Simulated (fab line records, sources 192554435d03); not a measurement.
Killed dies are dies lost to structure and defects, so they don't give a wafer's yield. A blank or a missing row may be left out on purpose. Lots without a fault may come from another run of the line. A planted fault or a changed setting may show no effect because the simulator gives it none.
Which tool did it? | flow n5_finfet | 10 lots, 26 wafers sampled, at 3 steps of a route of 1938

WHAT THE GAUGES READ, wafer by wafer
N5_FIN_CUT_INSPECT_17: inspects for defects (brightfield).
lot  | measured    | on                | raw_defect_count
L234 | day 2 03:26 | defect_inspect-02 | 250 244
L241 | day 4 02:00 | defect_inspect-02 | 259 218
L242 | day 4 07:04 | defect_inspect-02 | 1165 1099 1041
L243 | day 4 13:52 | defect_inspect-01 | 1114 1116 1208
L248 | day 5 16:50 | defect_inspect-01 | 131 151 126
L250 | day 6 04:08 | defect_inspect-01 | 172 234 239
L254 | day 7 05:44 | defect_inspect-01 | 383 214
L255 | day 7 11:00 | defect_inspect-01 | 174 173
L256 | day 7 19:37 | defect_inspect-01 | 177 214 202
L257 | day 8 00:43 | defect_inspect-01 | 303 276 306

WHICH TOOL RAN EACH LOT (tool, then ch and the chambers of the sampled wafers, then the start)
lot  | N5_FIN_CUT_CUT_ETCH_26            | N5_FIN_CUT_PRECLEAN_35
L234 | rie_diel-05 ch 1,2, day 2 02:50   | vapor_etch-02 ch 0,1, day 2 02:58
L241 | rie_diel-03 ch 2,3, day 4 01:31   | vapor_etch-02 ch 0,1, day 4 01:38
L242 | rie_diel-03 ch 1,2,3, day 4 06:36 | vapor_etch-01 ch 0,1, day 4 06:43
L243 | rie_diel-03 ch 0,2, day 4 13:19   | vapor_etch-02 ch 0,1, day 4 13:26
L248 | rie_diel-05 ch 0,2, day 5 16:22   | vapor_etch-01 ch 0,1, day 5 16:28
L250 | rie_diel-05 ch 0,3, day 6 03:32   | vapor_etch-02 ch 0,1, day 6 03:40
L254 | rie_diel-04 ch 0,2, day 7 05:16   | vapor_etch-01 ch 0, day 7 05:22
L255 | rie_diel-03 ch 1,3, day 7 10:31   | vapor_etch-02 ch 0,1, day 7 10:38
L256 | rie_diel-03 ch 0,1,3, day 7 18:10 | vapor_etch-02 ch 0,1, day 7 19:15
L257 | rie_diel-04 ch 0,1,2, day 8 00:13 | vapor_etch-01 ch 0,1, day 8 00:20
- N5_FIN_CUT_CUT_ETCH_26: etches SiNx in CH3F/O2, target depth 39 nm, time 55.7 s.
- N5_FIN_CUT_PRECLEAN_35: cleans in vHF, time 13.3 s.

THE ANSWER, worked out from the rows above alone
Rule: what is usual is taken from the lots themselves. Put in order of their means at a reading, lots are off if they are a third of the lots or fewer, leave a main group of 4 or more, and stand apart from it by a gap of 3 or more times the standard deviation of the main group's means; of several such gaps the widest counts. A main group whose means are all the same, to the digits that the tables above print for the reading, isn't used. A lot without any number at a reading at which 4 lots or more have one is off too. The other lots that the step has rows for count as sound.
Off: L242, L243, at N5_FIN_CUT_INSPECT_17 (raw_defect_count). The main group: mean 225, standard deviation 53.
A tool fits if, at a process step before that reading, it ran every lot that is off, and no sound lot after the first of them. The gauges at N5_FIN_CUT_INSPECT_17 are tried like those tools. None of those tried fits.

WHAT THE SIMULATOR HAD PUT IN
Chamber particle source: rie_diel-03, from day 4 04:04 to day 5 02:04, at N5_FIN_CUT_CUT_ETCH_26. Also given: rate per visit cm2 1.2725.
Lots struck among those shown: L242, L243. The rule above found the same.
